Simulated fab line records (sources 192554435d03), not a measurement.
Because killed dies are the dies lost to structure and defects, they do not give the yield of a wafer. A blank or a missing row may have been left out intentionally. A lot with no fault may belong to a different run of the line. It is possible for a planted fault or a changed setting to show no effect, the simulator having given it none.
Lot-split experiment | flow n5-finfet | 21 wafers read across 7 lots, on a route 1938 steps long

## THE SPLIT ITSELF
At N5_BEOL_M7_HM_DEP_02 (deposits TiN, target thk 20 nm), the setting target-thk-a was moved away from the recipe's 200 angstrom on 7 of the 21 wafers read, by -11.6% to +10.0%. All remaining wafers had this setting at the recipe value.

## FROM THE SPLIT TO THE READING: what the file shows between them, 8 steps
- N5_BEOL_M7_COAT_59: time 60 s, resist thk 100 nm
- N5_BEOL_M7_COAT_60: time 60 s, resist thk 35 nm
- N5_BEOL_M7_STRIP_68: strips in N2/H2
- N5_BEOL_M7_STRIP_67: strips in CF4
- N5_BEOL_M7_HM_OPEN_17: chemistry Cl2/BCl3, target TiN, target depth 20 nm, overetch 6 nm
- N5_BEOL_M7_STRIP_19: strips in O2
- N5_BEOL_M7_STRIP_76: strips in C4F6/O2
- N5_BEOL_M7_STRIP_36: strips in N2/H2

## THE READING
TiN_of_BEOL_M7_HM_DEP_02.thk-nm (the simulator's own value, which no gauge read), in nm, at N5_BEOL_M7_TRENCH_ETCH_37 (etches SiCOH lowk in C4F6/O2, target depth 93.478 nm, time 31.2 s). The file does not state a usual value for it. Across the 14 wafers here that went through the recipe, the average is 17.3 nm and the standard deviation 0.2 nm.

wafer  | tool, chamber at the split | target-thk-a as run, angstrom | against the recipe | TiN_of_BEOL_M7_HM_DEP_02.thk-nm, nm | against lot-mates on the recipe
L076.1 | pvd-sputter-03, -          | 200                           | recipe             | 17.4                                | -
L076.2 | pvd-sputter-03, -          | 200                           | recipe             | 17.2                                | -
L076.5 | pvd-sputter-03, -          | 216.2                         | +8.1%              | 18.8                                | +1.5
L080.1 | pvd-sputter-02, -          | 200                           | recipe             | 17                                  | -
L080.6 | pvd-sputter-02, -          | 200                           | recipe             | 17                                  | -
L080.3 | pvd-sputter-02, -          | 176.8                         | -11.6%             | 15                                  | -2.0
L089.3 | pvd-sputter-01, -          | 220                           | +10.0%             | 19.6                                | +2.0
L089.4 | pvd-sputter-01, -          | 200                           | recipe             | 17.6                                | -
L089.5 | pvd-sputter-01, -          | 220                           | +10.0%             | 19.8                                | +2.2
L094.1 | pvd-sputter-03, -          | 200                           | recipe             | 17.4                                | -
L094.5 | pvd-sputter-03, -          | 200                           | recipe             | 17.4                                | -
L094.2 | pvd-sputter-03, -          | 200                           | recipe             | 17.2                                | -
L091.2 | pvd-sputter-01, -          | 200                           | recipe             | 17.6                                | -
L091.4 | pvd-sputter-01, -          | 200                           | recipe             | 17.4                                | -
L091.6 | pvd-sputter-01, -          | 200                           | recipe             | 17.4                                | -
L095.2 | pvd-sputter-02, -          | 200                           | recipe             | 17                                  | -
L095.3 | pvd-sputter-02, -          | 200                           | recipe             | 17.2                                | -
L095.6 | pvd-sputter-02, -          | 200                           | recipe             | 17.2                                | -
L096.2 | pvd-sputter-03, -          | 190.3                         | -4.8%              | 16.4                                | no lot-mate on the recipe
L096.4 | pvd-sputter-03, -          | 190.3                         | -4.8%              | 16.6                                | no lot-mate on the recipe
L096.6 | pvd-sputter-03, -          | 190.3                         | -4.8%              | 16.6                                | no lot-mate on the recipe

FIT RESULTS
A straight line over all 21 wafers: TiN_of_BEOL_M7_HM_DEP_02.thk-nm changes by +0.208 nm for each +1% of target-thk-a; r = +0.98; the points scatter about the line by 0.22 nm.
The same after taking each lot's own level away (the mean of its wafers on the recipe; 18 wafers): +0.192 nm for each +1%; r = +0.99; scatter 0.12 nm.
Per that fit: largest target-thk-a move, reading shift of 2.2 nm.
Measured against the standard deviation above, the lots' own levels, which go from 17.00 to 17.60 nm, span 3.1 times it.
The two slopes are in agreement: the lot-to-lot level therefore moves the slope only a little.
Check: for one of the wafers moved furthest among these (-11.6%), held out of the fit, the line's prediction against its lot-mates is -2.37 nm. Against them it came out at -2 nm.

## THE WHOLE CHAIN: every reading that the file lists as answering this split, in the file's order
step                      | what it does                                                      | reading                                                                          | change (the file's fit)               | r (the file's)
N5_BEOL_M7_HM_DEP_02      | deposits TiN, target thk 20 nm                                    | TiN_of_BEOL_M7_HM_DEP_02.thk-nm (the simulator's own value, which no gauge read) | +0.184 nm for each +1% of the setting | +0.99
N5_BEOL_M7_HM_OPEN_17     | chemistry Cl2/BCl3, target TiN, target depth 20 nm, overetch 6 nm | etch.depth-nm (the simulator's own value, which no gauge read)                   | +0.183 nm for each +1% of the setting | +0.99
N5_BEOL_M7_TRENCH_ETCH_37 | etches SiCOH lowk in C4F6/O2, target depth 93.478 nm, time 31.2 s | TiN_of_BEOL_M7_HM_DEP_02.thk-nm (the simulator's own value, which no gauge read) | +0.188 nm for each +1% of the setting | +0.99

## FILE'S OWN FIT
TiN_of_BEOL_M7_HM_DEP_02.thk-nm changes by +0.188 nm for each +1% of target-thk-a, r = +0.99.
